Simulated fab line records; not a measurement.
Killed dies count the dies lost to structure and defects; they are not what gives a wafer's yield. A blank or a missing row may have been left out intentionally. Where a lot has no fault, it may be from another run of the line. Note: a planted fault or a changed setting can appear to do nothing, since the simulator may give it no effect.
Chamber matching :: flow n5Finfet :: N5_BEOL_M8_CMP_52 on cmp-04: 3 sister chambers
The step polishes, stops on SiCOH lowk, t overpolish 6.9 s, target thk 80 nm. 3 wafers are shown with their chamber, then 6 later ones without.

== EACH WAFER AND ITS CHAMBER ==
wafer: L079.5
chamber: 1
motorCurrentA (A): 5.3

wafer: L084.5
chamber: 0
motorCurrentA (A): 6.6

wafer: L089.1
chamber: 2
motorCurrentA (A): 6.3

== WAFERS WITHOUT THEIR CHAMBER ==
wafer: L089.3
motorCurrentA (A): 5.7

wafer: L093.2
motorCurrentA (A): 5.4

wafer: L093.3
motorCurrentA (A): 6.5

wafer: L097.1
motorCurrentA (A): 5.6

wafer: L097.4
motorCurrentA (A): 6.4

wafer: L097.5
motorCurrentA (A): 6.5

== CHAMBER TAKEN BY EACH ==
wafer: L089.3
from the rows above: can't be placed: 1 or 2
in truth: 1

wafer: L093.2
from the rows above: 1
in truth: 1

wafer: L093.3
from the rows above: can't be placed: 0 or 2
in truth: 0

wafer: L097.1
from the rows above: can't be placed: 1 or 2
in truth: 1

wafer: L097.4
from the rows above: can't be placed: 2 or 0
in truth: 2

wafer: L097.5
from the rows above: can't be placed: 0 or 2
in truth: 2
1 of 6 placed correctly. Cannot be placed on the basis of these rows: 5; the candidates contain the true chamber in 5. Wrongly placed: 0.
How it was worked out, from the rows above alone: a wafer's distance from a chamber is the root of the sum, over the readings, of the square of ((its reading less the chamber's mean) divided by the reading's scatter). If the next closest chamber is less than 2 further off than the closest, the wafer can't be placed; otherwise it belongs to the closest. For every chamber, the mean is computed from those of its wafers that are shown. The scatter: root of mean squared gap, hidden wafer to nearest shown wafer, with one shown wafer a chamber.
